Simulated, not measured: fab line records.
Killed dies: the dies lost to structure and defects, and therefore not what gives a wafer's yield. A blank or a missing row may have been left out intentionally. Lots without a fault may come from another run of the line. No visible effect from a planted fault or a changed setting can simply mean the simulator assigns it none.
Which tool is to blame? :: flow n5_finfet :: 10 lots with 30 wafers sampled at 3 steps, on a route of 1938 steps

## WHAT EACH GAUGE READ, for each wafer
N5_BEOL_M15_INSPECT_30: inspects for defects (macro). Usual: raw_defect_count at 1.9, with a standard deviation of 1.3.
lot: L987
measured: day 11 04:49
on: defect_inspect-01
raw_defect_count: 3 3 0
flag: 

lot: L990
measured: day 11 19:14
on: defect_inspect-02
raw_defect_count: 2 0 4
flag: 

lot: L992
measured: day 12 23:56
on: defect_inspect-01
raw_defect_count: 5 1 0
flag: 

lot: L994
measured: day 13 09:37
on: defect_inspect-02
raw_defect_count: 2 2 3
flag: 

lot: L997
measured: day 13 16:23
on: defect_inspect-02
raw_defect_count: 2 3 2
flag: 

lot: L996
measured: day 13 20:35
on: defect_inspect-02
raw_defect_count: 0 1 1
flag: 

lot: L100
measured: day 14 18:53
on: defect_inspect-02
raw_defect_count: 2 2 1
flag: 

lot: L107
measured: day 17 03:08
on: defect_inspect-01
raw_defect_count: >300 >300 >300
flag: OFF

lot: L110
measured: day 17 03:26
on: defect_inspect-02
raw_defect_count: 3 4 2
flag: 

lot: L108
measured: day 17 06:28
on: defect_inspect-02
raw_defect_count: >300 >300 >300
flag: OFF

## WHAT TOOL EACH LOT RAN ON (gives the tool, then ch and the chambers of the sampled wafers, and finally the start)
lot: L987
N5_BEOL_M15_ETCH_59: rie_diel-01 ch 1,3, day 11 03:26
N5_BEOL_M15_STRIP_65: wet_bench-02 ch 1,5,6, day 11 03:50

lot: L990
N5_BEOL_M15_ETCH_59: rie_diel-02 ch 0,3, day 11 17:41
N5_BEOL_M15_STRIP_65: wet_bench-01 ch 1,5,7, day 11 18:05

lot: L992
N5_BEOL_M15_ETCH_59: rie_diel-02 ch 0,1, day 12 22:17
N5_BEOL_M15_STRIP_65: wet_bench-02 ch 1,4,6, day 12 22:42

lot: L994
N5_BEOL_M15_ETCH_59: rie_diel-01 ch 0,1, day 13 08:06
N5_BEOL_M15_STRIP_65: wet_bench-02 ch 0,1,4, day 13 08:30

lot: L997
N5_BEOL_M15_ETCH_59: rie_diel-02 ch 1,2,3, day 13 14:52
N5_BEOL_M15_STRIP_65: wet_bench-01 ch 0,3,4, day 13 15:16

lot: L996
N5_BEOL_M15_ETCH_59: rie_diel-01 ch 1,2,3, day 13 19:10
N5_BEOL_M15_STRIP_65: wet_bench-02 ch 2,3,5, day 13 19:35

lot: L100
N5_BEOL_M15_ETCH_59: rie_diel-06 ch 0,2,3, day 14 17:22
N5_BEOL_M15_STRIP_65: wet_bench-06 ch 0,5,7, day 14 17:46

lot: L107
N5_BEOL_M15_ETCH_59: rie_diel-06 ch 0,1,2, day 17 01:24
N5_BEOL_M15_STRIP_65: wet_bench-01 ch 0,2,5, day 17 01:48

lot: L110
N5_BEOL_M15_ETCH_59: rie_diel-06 ch 0,1,2, day 17 01:49
N5_BEOL_M15_STRIP_65: wet_bench-02 ch 1,5,6, day 17 02:13

lot: L108
N5_BEOL_M15_ETCH_59: rie_diel-06 ch 2,3, day 17 04:56
N5_BEOL_M15_STRIP_65: wet_bench-01 ch 2,3,6, day 17 05:20
- N5_BEOL_M15_ETCH_59: etches BARC in N2/H2, target depth 89 nm, overetch 26.7 nm, time 67.9 s.
- N5_BEOL_M15_STRIP_65: strips in post etch residue remover, time 60 s.

## AS READ BY THE TOOLS THEMSELVES (means over the sampled wafers that have a number; for cases with no such wafer, the mark the record gives instead)
N5_BEOL_M15_ETCH_59. Usual: chamber_pressure_mTorr 29.999 mTorr, standard deviation 0.03; drypump_motor_current_A 5.51 A, standard deviation 0.25; oes_product_au 0.70 a.u., standard deviation 0.071; rf_vpp_V 523.8 V, standard deviation 2.3; showerhead_plenum_p_Torr 2.54 Torr, standard deviation 0.078; throttle_valve_pct 17.77 %, standard deviation 0.22.
lot: L987
tool: rie_diel-01
chamber_pressure_mTorr (mTorr): 29.986
drypump_motor_current_A (A): 5.37
oes_product_au (a.u.): 0.78
rf_vpp_V (V): 525.7
showerhead_plenum_p_Torr (Torr): 2.59
throttle_valve_pct (%): 17.57
flag: 

lot: L990
tool: rie_diel-02
chamber_pressure_mTorr (mTorr): 30.018
drypump_motor_current_A (A): 5.26
oes_product_au (a.u.): 0.70
rf_vpp_V (V): 523.0
showerhead_plenum_p_Torr (Torr): 2.48
throttle_valve_pct (%): 17.83
flag: 

lot: L992
tool: rie_diel-02
chamber_pressure_mTorr (mTorr): 29.985
drypump_motor_current_A (A): 5.46
oes_product_au (a.u.): 0.71
rf_vpp_V (V): 522.3
showerhead_plenum_p_Torr (Torr): 2.51
throttle_valve_pct (%): 17.82
flag: 

lot: L994
tool: rie_diel-01
chamber_pressure_mTorr (mTorr): 30.017
drypump_motor_current_A (A): 5.46
oes_product_au (a.u.): 0.73
rf_vpp_V (V): 524.3
showerhead_plenum_p_Torr (Torr): 2.53
throttle_valve_pct (%): 17.60
flag: 

lot: L997
tool: rie_diel-02
chamber_pressure_mTorr (mTorr): 30.025
drypump_motor_current_A (A): 5.60
oes_product_au (a.u.): 0.66
rf_vpp_V (V): 522.3
showerhead_plenum_p_Torr (Torr): 2.48
throttle_valve_pct (%): 17.75
flag: 

lot: L996
tool: rie_diel-01
chamber_pressure_mTorr (mTorr): 30.023
drypump_motor_current_A (A): 5.49
oes_product_au (a.u.): 0.75
rf_vpp_V (V): 524.7
showerhead_plenum_p_Torr (Torr): 2.58
throttle_valve_pct (%): 17.76
flag: 

lot: L100
tool: rie_diel-06
chamber_pressure_mTorr (mTorr): 29.987
drypump_motor_current_A (A): 5.69
oes_product_au (a.u.): 0.69
rf_vpp_V (V): 525.0
showerhead_plenum_p_Torr (Torr): 2.60
throttle_valve_pct (%): 17.72
flag: 

lot: L107
tool: rie_diel-06
chamber_pressure_mTorr (mTorr): 30.005
drypump_motor_current_A (A): 5.52
oes_product_au (a.u.): 0.72
rf_vpp_V (V): 522.9
showerhead_plenum_p_Torr (Torr): 2.54
throttle_valve_pct (%): 17.81
flag: 

lot: L110
tool: rie_diel-06
chamber_pressure_mTorr (mTorr): 30.005
drypump_motor_current_A (A): 5.50
oes_product_au (a.u.): 0.72
rf_vpp_V (V): 523.4
showerhead_plenum_p_Torr (Torr): 2.54
throttle_valve_pct (%): 17.80
flag: 

lot: L108
tool: rie_diel-06
chamber_pressure_mTorr (mTorr): 29.981
drypump_motor_current_A (A): 5.59
oes_product_au (a.u.): 0.61
rf_vpp_V (V): 526.2
showerhead_plenum_p_Torr (Torr): 2.63
throttle_valve_pct (%): 17.83
flag: 

## THE ANSWER, worked out from the rows above alone
Rule: take the mean of a lot's wafers that have a number; if it is more than 3 standard deviations from the usual mean, the lot is off. Also off: a lot with no number at a reading for which 4 or more lots have one. Where the step has rows for the other lots, those lots are counted as sound. Order of review: gauges by route order, followed by the tools' own readings, for which a lot's mean as printed above is used. At the first step where some lot is off, the reading lying furthest off is the one used; lots without a number count as furthest.
Off at N5_BEOL_M15_INSPECT_30 (raw_defect_count): L107, L108. Without a number there: L107, L108.
A tool fits if, at a process step before that reading, it ran every lot that is off, and no sound lot after the first of them. The gauges at N5_BEOL_M15_INSPECT_30 are tried like those tools. One fits: wet_bench-01 at N5_BEOL_M15_STRIP_65. A fault onset in the window from L997 (day 13 15:16, its last sound lot) to L107 (day 17 01:48, its first lot off) fits.

## WHAT THE SIMULATOR PUT IN
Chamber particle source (wet_bench-01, N5_BEOL_M15_STRIP_65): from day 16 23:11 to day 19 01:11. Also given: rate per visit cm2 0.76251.
Shown lots that were struck: L107, L108. The rule above found the same.
